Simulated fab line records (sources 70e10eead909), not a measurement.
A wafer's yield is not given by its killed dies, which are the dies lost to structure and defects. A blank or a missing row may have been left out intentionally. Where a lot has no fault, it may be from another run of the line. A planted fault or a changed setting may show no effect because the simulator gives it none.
fab line records + flow nandHarc
record:
- lots: 7
- wafers: 21
- lastDay: 32
route steps=1302 shown A_WL_FILL@971 A_CONTACT@983 END@1302
lots with no fault: from the same line, run without faults
startH: the number of hours between the record's first day and the start of the first shown wafer of the lot + waitH: hours since the lot's step before + " as in the row above + L1.1+2: a single row standing in for several wafers + - no value, or no start was given + * or withheld: withheld + < > ~ a bound
route shown NAME@n: a module of which the file shows steps, and the number in the route of the first + usual: mean/standard deviation of fault-free wafers + same: alike in all rows + chamber/n: place in a boat + sites: readings site by site + _std_site: their standard deviation + _edge_site: the outer-site mean with the inner-site mean subtracted + radiusMm: how far each site lies from the wafer's centre + mask NAME#n: copy n + behind: the last tool/chamber to shape the wafer + hold: cause of the lot's hold/its duration in hours/its outcome + device: the n, p or np transistor that did not switch + end of line: tests of these same wafers at the route's end + a step without rows: its recipe alone + killed: not the wafer's yield, but the dies lost to structure and defects at the first sort + map: shows each die of a wafer: x if killed, . if not, _ if none is there
set.NAME: the setting as run; set.NAME@STEP: as run at that earlier step + model.NAME: the simulator's own value behind a step, which no gauge read
lots at selected steps of the route; one table per step, one row per wafer
services: when a tool's chamber went out of use (startH, in hours from the record's first day, below 0 if earlier), for how many hours, and the reason
== steps ==
step: NHARC_A_WL_FILL_CVD_23
recipe:
- targetThkA: 400
- tempC: 620
- pressureMtorr: 200
- timeS: 800
- material: poly-Si
step: NHARC_A_WL_FILL_ETCHBACK_26
recipe:
- targetDepthA: 520
- timeS: 13.3
- hbrFlowSccm: 150
- rfW: 350
- icpW: 350
- biasW: 60
- chemistry: HBr
usual:
- drypumpMotorCurrentA: 5.7/0.45
- hbrFlowSccm: 150.0/0.48
- oesProductAu: 1.001/0.0097
- rfFwdPowerW: 342.7/2
- throttleValvePct: 23.267/0.0093
| lot.wafer | tool     | chamber | startH | waitH | drypumpMotorCurrentA | hbrFlowSccm | oesProductAu | rfFwdPowerW | rfHoursCounterH | throttleValvePct |
|-----------|----------|---------|--------|-------|----------------------|-------------|--------------|-------------|-----------------|------------------|
| L592.2    | rieSi-05 | 0       | 513.66 | 0.4   | 5.9                  | 150.3       | 1.000        | 341.8       | 0.2             | 23.268           |
| L592.1    | "        | 2       | "      | "     | 6.0                  | 150.6       | 0.992        | 345.9       | 0.1             | 23.256           |
| L592.5    | "        | 0       | "      | "     | 5.9                  | 149.7       | 1.009        | 342.0       | -               | 23.286           |
| L594.1    | rieSi-04 | 1       | 544.02 | 0.4   | 5.4                  | 149.8       | 1.007        | 341.7       | 0.1             | 23.270           |
| L594.3    | "        | 3       | "      | "     | 5.0                  | 149.7       | 1.022        | 345.2       | 0.0             | 23.264           |
| L594.5    | "        | 2       | "      | "     | 5.9                  | 150.0       | 1.002        | 341.2       | -               | 23.261           |
| L599.2    | rieSi-04 | 2       | 590.14 | 0.4   | 5.9                  | 150.0       | 1.001        | 344.4       | 0.3             | 23.258           |
| L599.3    | "        | 3       | "      | "     | 5.0                  | 149.8       | 0.999        | 344.8       | 0.2             | 23.253           |
| L599.1    | "        | 0       | "      | "     | 5.9                  | 149.7       | 1.006        | 343.7       | 0.3             | 23.259           |
| L600.4    | rieSi-05 | 1       | 599.01 | 0.4   | 5.1                  | 150.2       | 1.002        | 341.1       | 0.8             | 23.266           |
| L600.3    | "        | 2       | "      | "     | 5.9                  | 150.4       | 1.009        | 345.1       | 0.6             | 23.267           |
| L600.1    | "        | 3       | "      | "     | 6.6                  | 150.3       | 0.981        | 340.2       | 0.6             | 23.263           |
| L601.1    | rieSi-06 | 0       | 616.76 | 0.4   | 5.7                  | 150.2       | 1.005        | 341.4       | 0.1             | 23.265           |
| L601.4    | "        | 2       | "      | "     | 5.3                  | 150.1       | 0.999        | 344.7       | 0.0             | 23.265           |
| L601.5    | "        | 0       | "      | "     | 5.7                  | 150.5       | 0.994        | 341.0       | -               | 23.276           |
| L608.2    | rieSi-05 | 2       | 671.86 | 0.4   | 5.9                  | 149.0       | 1.006        | 344.8       | 0               | 23.267           |
| L608.3    | "        | 0       | "      | "     | 5.9                  | 149.6       | 0.997        | 340.4       | 0               | 23.273           |
| L608.1    | "        | 1       | "      | "     | 5.1                  | 149.8       | 0.995        | 343.6       | 0               | 23.264           |
| L609.1    | rieSi-06 | 3       | 697.06 | 0.4   | 5.4                  | 150.7       | 1.024        | 341.9       | 0.7             | 23.256           |
| L609.3    | "        | 1       | "      | "     | 5.6                  | 150.1       | 1.009        | 341.0       | 0.5             | 23.253           |
| L609.6    | "        | 0       | "      | "     | 5.7                  | 150.2       | 0.997        | 341.3       | -               | 23.259           |
step: NHARC_A_WL_FILL_PRECLEAN_30
recipe:
- timeS: 10
- chemistry: dHF
step: NHARC_A_WL_FILL_SRD_14
step: NHARC_A_WL_FILL_ALD_19
recipe:
- targetThkA: 20
- pulseTimeS: 3
- aldCycles: 100
- tempC: 450
- material: TiN
usual:
- heaterPowerW: 1045/110
- precursorPulseHeightRel: 0.996/0.021
same:
- pulseTimeS: 3
| lot.wafer | tool        | chamber | startH | waitH | heaterPowerW | precursorPulseHeightRel |
|-----------|-------------|---------|--------|-------|--------------|-------------------------|
| L592.1    | aldMetal-01 | 3       | 513.91 | 0.1   | 1050         | 0.993                   |
| L592.2    | "           | 2       | "      | "     | 1033         | 0.961                   |
| L592.5    | "           | 0       | "      | "     | 1093         | 0.997                   |
| L594.1    | aldMetal-04 | 3       | 544.32 | 0.1   | 1021         | 1.041                   |
| L594.3    | "           | 0       | "      | "     | 911          | 1.011                   |
| L594.5    | "           | 3       | "      | "     | 1022         | 1.013                   |
| L599.1    | aldMetal-02 | 3       | 590.43 | 0.1   | 1028         | 0.980                   |
| L599.2    | "           | 0       | "      | "     | 1093         | 0.958                   |
| L599.3    | "           | 1       | "      | "     | 938          | 1.007                   |
| L600.3    | aldMetal-01 | 2       | 599.29 | 0.1   | 1036         | 1.009                   |
| L600.4    | "           | 3       | "      | "     | 1077         | 1.029                   |
| L600.1    | "           | 0       | "      | "     | 1062         | 0.994                   |
| L601.1    | aldMetal-04 | 1       | 617.04 | 0.1   | 1162         | 1.004                   |
| L601.4    | "           | 3       | "      | "     | 1027         | 1.000                   |
| L601.5    | "           | 1       | "      | "     | 1169         | 1.030                   |
| L608.3    | aldMetal-04 | 2       | 672.12 | 0.1   | 1238         | 1.000                   |
| L608.2    | "           | 0       | "      | "     | 886          | 1.026                   |
| L608.1    | "           | 1       | "      | "     | 1199         | 1.000                   |
| L609.1    | aldMetal-01 | 2       | 697.33 | 0.1   | 1082         | 0.995                   |
| L609.3    | "           | 0       | "      | "     | 1069         | 0.955                   |
| L609.6    | "           | 2       | "      | "     | 1043         | 1.006                   |
step: NHARC_A_WL_FILL_CVD_20
recipe:
- targetThkA: 1000
- tempC: 400
- pressureTorr: 40
- wf6FlowSccm: 40
- h2FlowSccm: 1600
- arFlowSccm: 1560
- timeS: 74
- material: W
usual:
- heaterPowerW: 804/74
- mfcH2Sccm: 1601/4.9
- throttleValvePct: 7.7/0.3
| lot.wafer | tool    | chamber | startH | waitH | heaterPowerW | mfcH2Sccm | throttleValvePct |
|-----------|---------|---------|--------|-------|--------------|-----------|------------------|
| L592.1    | cvdW-01 | 1       | -      | -     | 744          | 1600      | 7.8              |
| L592.2    | "       | 0       | "      | "     | 858          | 1608      | 7.4              |
| L592.5    | "       | 1       | "      | "     | 758          | 1602      | 8.1              |
| L594.1    | cvdW-01 | 0       | -      | -     | 885          | 1601      | 7.3              |
| L594.3    | "       | 0       | "      | "     | 860          | 1609      | 7.5              |
| L594.5    | "       | 0       | "      | "     | 840          | 1601      | 7.4              |
| L599.1    | cvdW-02 | 0       | -      | -     | 868          | 1601      | 7.4              |
| L599.2    | "       | 1       | "      | "     | 727          | 1601      | 7.7              |
| L599.3    | "       | 0       | "      | "     | 889          | 1606      | 7.3              |
| L600.1    | cvdW-01 | 1       | -      | -     | 768          | 1593      | 7.9              |
| L600.3    | "       | 1       | "      | "     | 738          | 1595      | 7.7              |
| L600.4    | "       | 0       | "      | "     | 870          | 1597      | 7.3              |
| L601.1    | cvdW-02 | 0       | -      | -     | 871          | 1591      | 7.5              |
| L601.4    | "       | 0       | "      | "     | 889          | 1594      | 7.5              |
| L601.5    | "       | 1       | "      | "     | 724          | 1601      | 7.9              |
| L608.2    | cvdW-02 | 1       | -      | -     | 712          | 1597      | 7.8              |
| L608.1    | "       | 0       | "      | "     | 912          | 1606      | 7.7              |
| L608.3    | "       | 1       | "      | "     | 700          | 1609      | 7.9              |
| L609.1    | cvdW-01 | 0       | -      | -     | 874          | 1596      | 7.3              |
| L609.3    | "       | 0       | "      | "     | 866          | 1593      | 7.3              |
| L609.6    | "       | 0       | "      | "     | 877          | 1601      | 7.4              |
step: NHARC_A_WL_FILL_CMP_12
recipe:
- tOverpolishS: 30
- targetThkNm: 100
usual:
- motorCurrentA: 11.9/0.95
- overpolishRunS: 30.000/0.0096
- timeToEndpointS: 19.9/2.5
| lot.wafer | tool   | chamber | startH | waitH | motorCurrentA | overpolishRunS | timeToEndpointS |
|-----------|--------|---------|--------|-------|---------------|----------------|-----------------|
| L592.1    | cmp-02 | 2       | 514.29 | 0.2   | 13.3          | 29.996         | 21.1            |
| L592.2    | "      | 0       | "      | "     | 12.9          | 30.022         | 18.0            |
| L592.5    | "      | 2       | "      | "     | 13.6          | 30.007         | 24.1            |
| L594.1    | cmp-03 | 1       | 544.70 | 0.1   | 10.9          | 29.996         | 18.5            |
| L594.3    | "      | 2       | "      | "     | 12.4          | 30.005         | 26.2            |
| L594.5    | "      | 2       | "      | "     | 11.6          | 29.974         | 24.5            |
| L599.1    | cmp-02 | 2       | 590.82 | 0.2   | 12.7          | 29.976         | 22.3            |
| L599.2    | "      | 3       | "      | "     | 10.5          | 30.001         | 20.0            |
| L599.3    | "      | 0       | "      | "     | 12.6          | 30.011         | 19.3            |
| L600.3    | cmp-04 | 3       | 599.67 | 0.1   | 11.6          | 29.997         | 22.0            |
| L600.4    | "      | 0       | "      | "     | 12.6          | 30.000         | 19.3            |
| L600.1    | "      | 1       | "      | "     | 10.1          | 30.000         | 16.7            |
| L601.1    | cmp-03 | 0       | 617.47 | 0.2   | 10.8          | 30.017         | 18.7            |
| L601.4    | "      | 1       | "      | "     | 10.9          | 30.006         | 17.2            |
| L601.5    | "      | 2       | "      | "     | 12.0          | 30.021         | 21.1            |
| L608.3    | cmp-02 | 3       | 672.50 | 0.1   | 11.1          | 30.011         | 19.8            |
| L608.2    | "      | 0       | "      | "     | 13.0          | 30.006         | 18.2            |
| L608.1    | "      | 2       | "      | "     | 12.3          | 29.987         | 24.4            |
| L609.1    | cmp-04 | 3       | 697.87 | 0.2   | 11.8          | 30.005         | 25.0            |
| L609.3    | "      | 0       | "      | "     | 12.5          | 30.010         | 20.2            |
| L609.6    | "      | 2       | "      | "     | 12.4          | 30.004         | 17.5            |
step: NHARC_A_WL_FILL_SRD_31
step: NHARC_A_WL_FILL_INSPECT_15
usual:
- rawDefectCount: 455/120
| lot.wafer | tool             | chamber | startH | waitH | rawDefectCount |
|-----------|------------------|---------|--------|-------|----------------|
| L592.1    | defectInspect-01 | -       | 514.75 | 0.0   | 618            |
| L592.2    | "                | -       | "      | "     | 591            |
| L592.5    | "                | -       | "      | "     | 500            |
| L594.1    | defectInspect-02 | -       | 545.19 | 0.0   | 609            |
| L594.3    | "                | -       | "      | "     | 471            |
| L594.5    | "                | -       | "      | "     | 554            |
| L599.1    | defectInspect-02 | -       | 591.26 | 0.0   | 428            |
| L599.2    | "                | -       | "      | "     | 478            |
| L599.3    | "                | -       | "      | "     | 416            |
| L600.1    | defectInspect-01 | -       | 600.11 | 0.0   | 232            |
| L600.3    | "                | -       | "      | "     | 360            |
| L600.4    | "                | -       | "      | "     | 390            |
| L601.1    | defectInspect-01 | -       | 617.88 | 0.0   | 768            |
| L601.4    | "                | -       | "      | "     | 516            |
| L601.5    | "                | -       | "      | "     | 545            |
| L608.1    | defectInspect-02 | -       | 672.97 | 0.0   | 444            |
| L608.2    | "                | -       | "      | "     | 449            |
| L608.3    | "                | -       | "      | "     | 450            |
| L609.1    | defectInspect-02 | -       | 698.31 | 0.0   | 518            |
| L609.3    | "                | -       | "      | "     | 524            |
| L609.6    | "                | -       | "      | "     | 647            |
step: NHARC_A_CONTACT_DEP_24
recipe:
- targetThkA: 5000
- tempC: 400
- pressureTorr: 6.5
- rfW: 900
- teosFlowSccm: 161.4
- flowSccm: 2650
- targetThkNm: 500
- gas: O2
- material: SiO2
usual:
- chamberPressureTorr: 6.500/0.014
- flowSccm: 2651/8.2
- heaterPowerW: 616/130
- rfFwdPowerW: 898.7/2.6
- throttleValvePct: 15.9/0.56
| lot.wafer | tool     | chamber | startH | waitH | chamberPressureTorr | flowSccm | heaterPowerW | rfFwdPowerW | throttleValvePct |
|-----------|----------|---------|--------|-------|---------------------|----------|--------------|-------------|------------------|
| L592.1    | pecvd-04 | 2       | 514.82 | 0.1   | 6.496               | 2644     | 656          | 903.2       | 15.6             |
| L592.2    | "        | 1       | "      | "     | 6.512               | 2642     | 588          | 898.5       | 16.3             |
| L592.5    | "        | 1       | "      | "     | 6.496               | 2648     | 574          | 897.9       | 16.0             |
| L594.3    | pecvd-01 | 1       | 545.33 | 0.1   | 6.506               | 2644     | 845          | 900.3       | 16.3             |
| L594.1    | "        | 2       | "      | "     | 6.500               | 2644     | 420          | 895.6       | 16.0             |
| L594.5    | "        | 0       | "      | "     | 6.508               | 2638     | 693          | 900.5       | 15.5             |
| L599.3    | pecvd-04 | 1       | 591.55 | 0.3   | -                   | -        | -            | -           | -                |
| L599.2    | "        | 2       | "      | "     | -                   | -        | -            | -           | -                |
| L599.1    | "        | 0       | "      | "     | -                   | -        | -            | -           | -                |
| L600.1    | pecvd-04 | 2       | 600.51 | 0.4   | -                   | -        | -            | -           | -                |
| L600.3    | "        | 0       | "      | "     | -                   | -        | -            | -           | -                |
| L600.4    | "        | 2       | "      | "     | -                   | -        | -            | -           | -                |
| L601.1    | pecvd-04 | 0       | 617.95 | 0.1   | -                   | -        | -            | -           | -                |
| L601.4    | "        | 0       | "      | "     | -                   | -        | -            | -           | -                |
| L601.5    | "        | 2       | "      | "     | -                   | -        | -            | -           | -                |
| L608.3    | pecvd-04 | 1       | 673.04 | 0.1   | 6.503               | 2636     | 597          | 895.4       | 16.3             |
| L608.1    | "        | 2       | "      | "     | 6.497               | 2652     | 717          | 902.4       | 15.7             |
| L608.2    | "        | 0       | "      | "     | 6.496               | 2642     | 508          | 896.6       | 15.1             |
| L609.1    | pecvd-02 | 2       | 698.38 | 0.1   | 6.490               | 2655     | 587          | 897.9       | 15.5             |
| L609.3    | "        | 1       | "      | "     | 6.484               | 2649     | 589          | 896.5       | 16.4             |
| L609.6    | "        | 0       | "      | "     | 6.497               | 2649     | 850          | 901.0       | 16.3             |
step: NHARC_END_SORT_01
recipe:
- tempC: 25
usual:
- killedAtArray: 56/19
- killedAtOther: 1.0/1.3
- killedAtPeriphery: 3.8/2.2
- killedDies: 61/19
- killedOpen: 3.1/1.9
- killedShort: 2.3/1.5
same:
- grossDies: 677
| lot.wafer | tool      | chamber | startH | waitH | killedAtArray | killedAtOther | killedAtPeriphery | killedDies | killedOpen | killedShort |
|-----------|-----------|---------|--------|-------|---------------|---------------|-------------------|------------|------------|-------------|
| L599.1    | prober-02 | 0       | 675.34 | 2.5   | 675           | 0             | 2                 | 677        | 2          | 2           |
| L599.2    | prober-02 | 0       | 676.14 | 2.8   | 676           | 1             | 0                 | 677        | 2          | 0           |
| L599.3    | prober-02 | 0       | 676.94 | 3.1   | 674           | 1             | 2                 | 677        | 1          | 2           |
| L600.1    | prober-01 | 0       | 680.95 | 2.5   | 674           | 0             | 3                 | 677        | 2          | 1           |
| L600.3    | prober-01 | 0       | 682.57 | 3.1   | 674           | 1             | 2                 | 677        | 5          | 3           |
| L600.4    | prober-01 | 0       | 683.38 | 3.4   | 674           | 1             | 2                 | 677        | 4          | 2           |
| L601.1    | prober-02 | 0       | 700.63 | 2.5   | 665           | 2             | 10                | 677        | 4          | 2           |
| L601.4    | prober-02 | 0       | 703.02 | 3.4   | 669           | 2             | 6                 | 677        | 4          | 1           |
| L601.5    | prober-02 | 0       | 703.82 | 3.7   | 671           | 3             | 3                 | 677        | 4          | 3           |
killed by level:class
L599.1 A_CONTACT:areaDep=604 A_CHANNEL_HOLE_D1:chamberFilmFlake=34 A_SLIT:chamberFilmFlake=27 A_CONTACT:chamberFilmFlake=2 A_WL_FILL:chamberFilmFlake=2 P_STI:geometricParticle:open=1 P_M0:geometricParticle:open=1 A_ONON_D1:geometricParticle:short=1
L599.2 A_CONTACT:areaDep=605 A_CHANNEL_HOLE_D1:chamberFilmFlake=36 A_SLIT:chamberFilmFlake=25 A_CONTACT:chamberFilmFlake=5 A_CONTACT:geometricParticle:open=2 A_CHANNEL_FILL_D1:chamberFilmFlake=1 A_CHANNEL_FILL_D2:chamberFilmFlake=1 A_STAIRCASE:chamberFilmFlake=1
L599.3 A_CONTACT:areaDep=615 A_CHANNEL_HOLE_D1:chamberFilmFlake=25 A_SLIT:chamberFilmFlake=25 A_WL_FILL:chamberFilmFlake=3 A_CHANNEL_FILL_D1:chamberFilmFlake=2 P_GATE:geometricParticle:open=1 A_SOURCE_PLATE:geometricParticle:short=1 A_ONON_D1:geometricParticle:short=1
L600.1 A_CONTACT:areaDep=655 A_CHANNEL_HOLE_D1:chamberFilmFlake=7 A_STAIRCASE:chamberFilmFlake=3 A_SLIT:chamberFilmFlake=3 A_CONTACT:chamberFilmFlake=3 P_CONTACT:chamberFilmFlake=2 A_CHANNEL_FILL_D2:geometricParticle:open=1 A_WL_FILL:geometricParticle:short=1
L600.3 A_CONTACT:areaDep=647 A_CHANNEL_HOLE_D1:chamberFilmFlake=12 A_STAIRCASE:chamberFilmFlake=3 A_CONTACT:chamberFilmFlake=3 A_ONON_D2:geometricParticle:open=2 P_M0:geometricParticle:short=1 A_DECK1_JOINT:geometricParticle:short=1 A_CHANNEL_HOLE_D2:geometricParticle:open=1
L600.4 A_CONTACT:areaDep=658 A_CHANNEL_HOLE_D1:chamberFilmFlake=7 A_CONTACT:chamberFilmFlake=2 P_CONTACT:geometricParticle:open=1 A_SOURCE_PLATE:geometricParticle:open=1 A_WL_FILL:geometricParticle:short=1 A_WL_FILL:geometricParticle:open=1 A_M0:geometricParticle:short=1
L601.1 A_CONTACT:areaDep=587 A_SLIT:chamberFilmFlake=35 A_CHANNEL_HOLE_D1:chamberFilmFlake=29 P_M1:chamberFilmFlake=7 A_CONTACT:chamberFilmFlake=5 A_ONON_D2:geometricParticle:open=2 A_WL_FILL:geometricParticle:short=2 P_STI:chamberFilmFlake=2
L601.4 A_CONTACT:areaDep=592 A_CHANNEL_HOLE_D1:chamberFilmFlake=33 A_SLIT:chamberFilmFlake=33 A_ONON_D1:geometricParticle:open=2 P_ZERO_WELL:chamberFilmFlake=2 A_ZERO_WELL:chamberFilmFlake=2 THIN_TSV:chamberFilmFlake=2 A_STAIRCASE:chamberFilmFlake=2
L601.5 A_CONTACT:areaDep=600 A_SLIT:chamberFilmFlake=30 A_CHANNEL_HOLE_D1:chamberFilmFlake=28 A_CONTACT:chamberFilmFlake=5 THIN_TSV:chamberFilmFlake=3 A_CHANNEL_FILL_D1:geometricParticle:open=2 P_M1:chamberFilmFlake=2 P_STI:geometricParticle:open=1
map L599.1 (x killed, . not)
____________x____________
_________xxxxxxx_________
_______xxxxxxxxxxx_______
______xxxxxxxxxxxxx______
_____xxxxxxxxxxxxxxx_____
____xxxxxxxxxxxxxxxxx____
____xxxxxxxxxxxxxxxxx____
___xxxxxxxxxxxxxxxxxxx___
___xxxxxxxxxxxxxxxxxxx___
__xxxxxxxxxxxxxxxxxxxxx__
__xxxxxxxxxxxxxxxxxxxxx__
_xxxxxxxxxxxxxxxxxxxxxxx_
_xxxxxxxxxxxxxxxxxxxxxxx_
_xxxxxxxxxxxxxxxxxxxxxxx_
_xxxxxxxxxxxxxxxxxxxxxxx_
_xxxxxxxxxxxxxxxxxxxxxxx_
xxxxxxxxxxxxxxxxxxxxxxxxx
xxxxxxxxxxxxxxxxxxxxxxxxx
xxxxxxxxxxxxxxxxxxxxxxxxx
xxxxxxxxxxxxxxxxxxxxxxxxx
xxxxxxxxxxxxxxxxxxxxxxxxx
_xxxxxxxxxxxxxxxxxxxxxxx_
_xxxxxxxxxxxxxxxxxxxxxxx_
_xxxxxxxxxxxxxxxxxxxxxxx_
_xxxxxxxxxxxxxxxxxxxxxxx_
_xxxxxxxxxxxxxxxxxxxxxxx_
__xxxxxxxxxxxxxxxxxxxxx__
__xxxxxxxxxxxxxxxxxxxxx__
___xxxxxxxxxxxxxxxxxxx___
___xxxxxxxxxxxxxxxxxxx___
____xxxxxxxxxxxxxxxxx____
____xxxxxxxxxxxxxxxxx____
_____xxxxxxxxxxxxxxx_____
______xxxxxxxxxxxxx______
_______xxxxxxxxxxx_______
_________xxxxxxx_________
____________x____________
map L600.1 (x killed, . not)
____________x____________
_________xxxxxxx_________
_______xxxxxxxxxxx_______
______xxxxxxxxxxxxx______
_____xxxxxxxxxxxxxxx_____
____xxxxxxxxxxxxxxxxx____
____xxxxxxxxxxxxxxxxx____
___xxxxxxxxxxxxxxxxxxx___
___xxxxxxxxxxxxxxxxxxx___
__xxxxxxxxxxxxxxxxxxxxx__
__xxxxxxxxxxxxxxxxxxxxx__
_xxxxxxxxxxxxxxxxxxxxxxx_
_xxxxxxxxxxxxxxxxxxxxxxx_
_xxxxxxxxxxxxxxxxxxxxxxx_
_xxxxxxxxxxxxxxxxxxxxxxx_
_xxxxxxxxxxxxxxxxxxxxxxx_
xxxxxxxxxxxxxxxxxxxxxxxxx
xxxxxxxxxxxxxxxxxxxxxxxxx
xxxxxxxxxxxxxxxxxxxxxxxxx
xxxxxxxxxxxxxxxxxxxxxxxxx
xxxxxxxxxxxxxxxxxxxxxxxxx
_xxxxxxxxxxxxxxxxxxxxxxx_
_xxxxxxxxxxxxxxxxxxxxxxx_
_xxxxxxxxxxxxxxxxxxxxxxx_
_xxxxxxxxxxxxxxxxxxxxxxx_
_xxxxxxxxxxxxxxxxxxxxxxx_
__xxxxxxxxxxxxxxxxxxxxx__
__xxxxxxxxxxxxxxxxxxxxx__
___xxxxxxxxxxxxxxxxxxx___
___xxxxxxxxxxxxxxxxxxx___
____xxxxxxxxxxxxxxxxx____
____xxxxxxxxxxxxxxxxx____
_____xxxxxxxxxxxxxxx_____
______xxxxxxxxxxxxx______
_______xxxxxxxxxxx_______
_________xxxxxxx_________
____________x____________
== services ==
| tool        | chamber | startH | hours | kind   |
|-------------|---------|--------|-------|--------|
| cmp-04      | -       | 491.74 | 1.0   | repair |
| pecvd-04    | 1       | 516.84 | 3.2   | repair |
| aldMetal-01 | -       | 526.00 | 10.0  | pm     |
| cmp-02      | -       | 526.63 | 4.0   | pm     |
| rieSi-05    | 0       | 531.24 | 6.7   | repair |
| cvdW-01     | 1       | 535.56 | 2.7   | repair |
| cvdW-02     | 0       | 536.92 | 12.9  | repair |
| pecvd-04    | -       | 546.50 | 3.0   | repair |
| cvdW-01     | -       | 547.08 | 13.0  | pm     |
| pecvd-04    | 0       | 552.80 | 10.3  | repair |
| aldMetal-01 | 0       | 567.48 | 24.5  | repair |
| rieSi-05    | 1       | 569.46 | 1.9   | repair |
| aldMetal-01 | -       | 572.17 | 26.6  | repair |
| aldMetal-04 | 0       | 574.69 | 8.1   | repair |
| cmp-02      | -       | 624.63 | 4.0   | pm     |
| cvdW-02     | -       | 631.00 | 13.0  | pm     |
| pecvd-04    | -       | 631.56 | 13.0  | pm     |
| cvdW-01     | 0       | 633.03 | 17.1  | repair |
| aldMetal-01 | 3       | 634.90 | 6.4   | repair |
| aldMetal-04 | 0       | 643.82 | 5.0   | repair |
| cvdW-01     | 1       | 651.74 | 13.6  | repair |
| aldMetal-04 | 0       | 654.56 | 2.7   | repair |
| rieSi-05    | -       | 659.04 | 9.0   | pm     |
| cvdW-01     | -       | 679.20 | 1.2   | repair |
== key ==
firstSign:
- step: NHARC_A_CONTACT_DEP_24
- reading: toolRecord
- direction: missing
effect:
- step: NHARC_END_SORT_01
- reading: killedAtArray
- direction: up
- sigmas: 33
- usual: 56
- struck: 672
moreKillsBornAt:
- NHARC_A_CONTACT_DEP_24@pecvd-04: 5563
metAt NHARC_A_CONTACT_DEP_24
struckWafers L599.1,L599.2,L599.3,L600.1,L600.3,L600.4,L601.1,L601.4,L601.5
laterRowsLeftOut L599.1,L599.2,L599.3,L600.1,L600.3,L600.4,L601.1,L601.4,L601.5
testerLeftOut L599,L600,L601
onsetBetween 514.82 591.55
fault:
- kind: skippedStepWhole
- tool: pecvd-04
- chamber: -
- onsetH: 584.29
- steps: NHARC_A_CONTACT_DEP_24
- scope: struckLotsOnly
testerLeftOut: of these lots the tester's yield and bins aren't shown, on N5 and GAA mostly nor the transistor test; their killed dies are dies lost to structure and defects alone, not to doping, threshold or leakage, so they don't give the yield
laterRowsLeftOut: the simulator's readings of these wafers behind a module that went badly wrong aren't trusted and aren't shown, but for the sort
